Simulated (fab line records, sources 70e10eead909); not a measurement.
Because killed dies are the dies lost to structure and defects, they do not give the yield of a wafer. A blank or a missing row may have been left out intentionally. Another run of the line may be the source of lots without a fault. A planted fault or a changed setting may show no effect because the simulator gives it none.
fab line records | flow nandHarc
record: lots: 14 wafers: 42 lastDay: 33
route steps=1302 shown A_CHANNEL_FILL_D1@501 A_BONDPAD@1204 END@1302
lots that met no fault: from a run of the same line without faults
startH: hours from the record's opening day to when the first of the lot's shown wafers began | waitH: hours elapsed since this lot's preceding step | " identical to the entry in the row above | L1.1+2: several wafers, shown together as one row | - no value, or no start was given | * or withheld: withheld | < > ~ a bound
route shown NAME@n: a module of which the file shows steps, and the number in the route of the first | usual: average and standard deviation across the fault-free wafers | same: alike in all rows | chamber/n: place in a boat | sites: each site's reading | _std_site: standard deviation of those values | _edge_site: the outer-site mean with the inner-site mean subtracted | radiusMm: for every site, how far away it sits from the centre of the wafer | mask NAME#n: copy n | behind: tool/chamber where the wafer was last shaped | hold: reason for holding the lot/hours on hold/outcome of the hold | device: transistor that didn't switch, given as n, p or np | end of line: tests run on the same wafers once the route is complete | a step with no rows: only its recipe | killed: not the wafer's yield, but the dies lost to structure and defects at the first sort | map: a wafer's dies, x killed, . not, _ none there
set.NAME: the setting that was run; set.NAME@STEP: the one run at that earlier step | model.NAME: the simulator's own value behind a step, which no gauge read
the route's steps for a sample of lots (tables are steps, rows are wafers)
services: a tool's chamber out of use, with start hour (startH, from the record's first day; less than 0 if before it), hours out, and reason
== steps ==
step: NHARC_A_CHANNEL_FILL_D1_STRIP_28
recipe: timeS: 20 o2FlowSccm: 500 arFlowSccm: 0 biasW: 0 chemistry: O2
usual: drypumpMotorCurrentA: 5.7/0.34 oesProductAu: 0.998/0.0084 rfVppV: 57.6/0.87 showerheadPlenumPTorr: 3.51/0.14 throttleValvePct: 17.037/0.0079
columns lot.wafer tool chamber startH waitH drypumpMotorCurrentA oesProductAu rfHoursCounterH rfVppV showerheadPlenumPTorr throttleValvePct
L341.3 rieDiel-09 0 228.59 0.1 6.2 0.993 3.7 58.4 3.70 17.041
L341.4 " 1 " " 5.4 0.992 3.2 58.5 3.32 17.044
L341.6 " 0 " " 6.1 0.984 - 59.6 3.70 17.055
L345.1 rieDiel-09 3 254.44 0.1 5.8 0.993 4.6 57.9 3.49 17.049
L345.6 " 1 " " 5.4 0.990 - 57.3 3.32 17.045
L345.5 " 2 " " 5.8 0.987 - 59.0 3.64 17.030
L346.1 rieDiel-09 0 261.75 0.1 6.2 1.000 4.8 56.6 3.70 17.037
L346.2 " 2 " " 5.8 0.992 5.2 58.6 3.64 17.031
L346.6 " 0 " " 6.1 1.001 - 56.8 3.70 17.044
L347.1 rieDiel-09 3 273.54 0.1 5.7 1.003 4.9 58.2 3.49 17.042
L347.4 " 2 " " 5.7 0.995 5.3 58.6 3.64 17.042
L347.5 " 3 " " 5.7 1.001 - 58.5 3.49 17.031
L348.3 rieDiel-09 1 293.13 0.1 5.4 0.995 5.0 56.4 3.32 17.038
L348.2 " 2 " " 5.8 1.012 5.9 57.6 3.64 17.047
L348.6 " 1 " " 5.4 0.991 - 57.4 3.32 17.030
L349.2 rieDiel-12 0 293.15 0.1 6.0 0.997 0.4 57.8 3.35 17.036
L349.1 " 2 " " 5.5 1.002 0.5 58.7 3.71 17.051
L349.4 " 3 " " 6.0 0.978 - 58.4 3.62 17.041
L350.3 rieDiel-12 0 306.23 0.1 6.0 1.004 1.4 56.8 3.35 17.033
L350.6 " 1 " " 5.3 0.989 - 56.9 3.36 17.034
L350.5 " 3 " " 6.0 0.994 - 58.5 3.62 17.024
L351.4 rieDiel-09 2 318.44 0.1 5.8 1.000 7.5 58.0 3.64 17.047
L351.5 " 0 " " 6.1 1.011 - 57.2 3.69 17.017
L351.6 " 1 " " 5.4 1.008 - 57.7 3.32 17.034
L354.1 rieDiel-13 0 330.98 0.1 6.3 1.004 9.2 58.2 3.44 17.036
L354.2 " 3 " " 5.7 1.005 8.0 57.0 3.45 17.034
L354.5 " 0 " " 6.3 0.998 - 57.3 3.44 17.035
L353.3 rieDiel-12 2 330.99 0.1 5.5 1.003 3.1 59.0 3.71 17.027
L353.6 " 1 " " 5.3 1.002 - 57.7 3.36 17.038
L353.5 " 2 " " 5.5 1.003 - 59.5 3.71 17.034
L352.1 rieDiel-09 1 330.99 0.1 5.5 0.991 0.3 57.7 3.32 17.047
L352.3 " 0 " " 6.1 0.994 0.4 59.7 3.69 17.034
L352.5 " 1 " " 5.4 0.990 - 58.8 3.32 17.038
L360.2 rieDiel-13 3 408.37 0.1 5.7 1.001 2.3 56.7 3.45 17.029
L360.1 " 0 " " 6.3 1.001 2.2 58.5 3.44 17.043
L360.6 " 2 " " 5.4 1.001 - 58.4 3.61 17.021
L363.1 rieDiel-09 1 431.08 0.1 5.4 1.004 5.2 56.6 3.32 17.033
L363.2 " 2 " " 5.8 0.997 4.8 57.3 3.63 17.030
L363.3 " 0 " " 6.1 1.004 4.6 57.7 3.69 17.036
L364.1 rieDiel-09 2 451.68 0.6 5.8 0.996 6.1 56.8 3.63 17.043
L364.5 " 3 " " 5.7 0.992 - 57.0 3.48 17.038
L364.6 " 0 " " 6.1 0.987 - 58.0 3.69 17.028
step: NHARC_A_BONDPAD_THK_MEAS_30
recipe: thkMeasGauge: ellipsometry
usual: thkNm: 200.1/1.4
columns lot.wafer tool chamber startH waitH thkNm
L341.3 filmMetro-01 - 542.68 0.2 200.7
L341.4 " - " " 199.8
L341.6 " - " " 200.5
L345.1 filmMetro-02 - 560.71 0.2 201.9
L345.5 " - " " 198.5
L345.6 " - " " 199.9
L346.1 filmMetro-01 - 560.85 0.2 197.9
L346.2 " - " " 200.6
L346.6 " - " " 202.0
L347.1 filmMetro-01 - 581.90 0.2 199.0
L347.4 " - " " 198.2
L347.5 " - " " 199.1
L349.1 filmMetro-02 - 612.05 0.2 197.8
L349.2 " - " " 198.3
L349.4 " - " " 199.6
L348.2 filmMetro-01 - 615.75 0.2 200.0
L348.3 " - " " 200.4
L348.6 " - " " 201.8
L350.3 filmMetro-01 - 624.70 0.2 196.8
L350.5 " - " " 197.6
L350.6 " - " " 199.1
L351.4 filmMetro-02 - 650.41 0.2 200.1
L351.5 " - " " 200.6
L351.6 " - " " 197.6
L353.3 filmMetro-01 - 653.15 0.2 199.1
L353.5 " - " " 200.1
L353.6 " - " " 200.0
L352.1 filmMetro-01 - 656.00 0.2 199.7
L352.3 " - " " 199.3
L352.5 " - " " 199.7
L354.1 filmMetro-02 - 657.78 0.2 200.1
L354.2 " - " " 199.6
L354.5 " - " " 196.9
L360.1 filmMetro-02 - 726.53 0.2 199.7
L360.2 " - " " 198.0
L360.6 " - " " 198.4
L363.1 filmMetro-02 - 744.83 0.2 199.5
L363.2 " - " " 198.6
L363.3 " - " " 199.5
L364.1 filmMetro-02 - 763.85 0.1 196.7
L364.5 " - " " 196.9
L364.6 " - " " 200.1
step: NHARC_END_SORT_01
recipe: tempC: 25
usual: killedAtArray: 53/18 killedAtOther: 0.9/1.3 killedAtPeriphery: 4/3.1 killedDies: 58/18 killedOpen: 3.4/2 killedShort: 2.5/1.8
same: grossDies: 677
columns lot.wafer tool chamber startH waitH killedAtArray killedAtOther killedAtPeriphery killedDies killedOpen killedShort
L363.1 prober-02 0 779.19 2.5 135 0 2 137 1 1
L363.2 prober-02 0 779.99 2.8 142 0 2 144 4 2
L363.3 prober-02 0 780.79 3.1 138 0 3 141 3 1
L364.1 prober-01 0 794.07 2.5 148 1 1 150 2 2
L364.5 prober-01 0 797.30 3.7 128 1 6 135 4 2
L364.6 prober-01 0 798.11 4.0 104 1 4 109 4 1
killed by level:class
L363.1 A_CHANNEL_FILL_D1:unspecified=85 A_CHANNEL_HOLE_D2:chamberFilmFlake=23 A_SLIT:chamberFilmFlake=19 A_STAIRCASE:chamberFilmFlake=3 A_CONTACT:chamberFilmFlake=2 P_GATE:geometricParticle:short=1 A_CHANNEL_FILL_D2:geometricParticle:open=1 P_ZERO_WELL:chamberFilmFlake=1
L363.2 A_CHANNEL_FILL_D1:unspecified=81 A_CHANNEL_HOLE_D2:chamberFilmFlake=27 A_SLIT:chamberFilmFlake=23 A_CONTACT:chamberFilmFlake=3 A_CHANNEL_FILL_D1:geometricParticle:short=1 A_ONON_D2:geometricParticle:open=1 A_CHANNEL_FILL_D2:geometricParticle:open=1 A_WL_FILL:geometricParticle:open=1
L363.3 A_CHANNEL_FILL_D1:unspecified=71 A_SLIT:chamberFilmFlake=31 A_CHANNEL_HOLE_D2:chamberFilmFlake=19 A_CHANNEL_HOLE_D1:unspecified=6 A_ZERO_WELL:chamberFilmFlake=3 A_CONTACT:chamberFilmFlake=3 A_CHANNEL_FILL_D2:geometricParticle:open=2 P_ZERO_WELL:chamberFilmFlake=2
L364.1 A_CHANNEL_FILL_D1:unspecified=81 A_CHANNEL_HOLE_D2:chamberFilmFlake=30 A_SLIT:chamberFilmFlake=17 A_CHANNEL_HOLE_D1:chamberFilmFlake=8 A_CONTACT:chamberFilmFlake=8 A_ONON_D1:geometricParticle:open=2 A_SOURCE_PLATE:geometricParticle:short=1 A_CHANNEL_FILL_D2:geometricParticle:short=1
L364.5 A_CHANNEL_FILL_D1:unspecified=72 A_SLIT:chamberFilmFlake=20 A_CHANNEL_HOLE_D2:chamberFilmFlake=16 A_CONTACT:chamberFilmFlake=9 A_CHANNEL_HOLE_D1:chamberFilmFlake=6 P_M1:chamberFilmFlake=3 P_CONTACT:geometricParticle:open=2 P_GATE:geometricParticle:open=1
L364.6 A_CHANNEL_FILL_D1:unspecified=60 A_SLIT:chamberFilmFlake=17 A_CHANNEL_HOLE_D2:chamberFilmFlake=10 A_CONTACT:chamberFilmFlake=7 A_CHANNEL_HOLE_D1:chamberFilmFlake=3 A_CHANNEL_FILL_D1:geometricParticle:open=2 P_M1:chamberFilmFlake=2 A_WL_FILL:chamberFilmFlake=2
== services ==
columns tool chamber startH hours kind
rieDiel-09 1 218.83 4.4 repair
rieDiel-09 0 225.62 - clean
rieDiel-09 1 225.62 - clean
rieDiel-09 2 225.62 - clean
rieDiel-09 3 225.62 - clean
rieDiel-12 0 226.33 6.4 repair
rieDiel-09 0 250.16 - clean
rieDiel-09 1 250.16 - clean
rieDiel-09 2 250.16 - clean
rieDiel-09 3 250.16 - clean
rieDiel-09 - 251.28 1.1 repair
rieDiel-12 0 266.80 9.4 repair
rieDiel-12 - 268.45 9.0 pm
rieDiel-09 0 274.66 - clean
rieDiel-09 1 274.66 - clean
rieDiel-12 1 288.13 6.1 repair
rieDiel-12 2 303.32 3.3 repair
rieDiel-13 1 310.49 7.6 repair
rieDiel-09 - 320.15 9.0 pm
rieDiel-13 - 336.36 2.4 repair
rieDiel-13 - 342.00 9.0 pm
rieDiel-09 0 411.04 4.2 repair
rieDiel-12 3 423.70 7.9 repair
rieDiel-12 - 445.45 9.0 pm
== key ==
firstSign: step: NHARC_END_SORT_01 reading: killedAtArray direction: up sigmas: 4.5 usual: 53 struck: 132
effect: step: NHARC_END_SORT_01 reading: killedDies direction: up sigmas: 4.4 usual: 58 struck: 136
moreKillsBornAt: NHARC_A_CHANNEL_FILL_D1_STRIP_28@rieDiel-09: 450
metAt NHARC_A_CHANNEL_FILL_D1_STRIP_28
struckLots L363,L364
testerLeftOut L363,L364
notActingAt NHARC_A_BONDPAD_THK_MEAS_30
onsetBetween 330.99 431.08
alsoFits time
fault: kind: chamberParticleSource tool: rieDiel-09 chamber: - onsetH: 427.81 steps: NHARC_A_CHANNEL_FILL_D1_STRIP_28 ratePerVisitCm2: 0.65723 endH: 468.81
testerLeftOut: of these lots the tester's yield and bins aren't shown, on N5 and GAA mostly nor the transistor test; their killed dies are dies lost to structure and defects alone, not to doping, threshold or leakage, so they don't give the yield
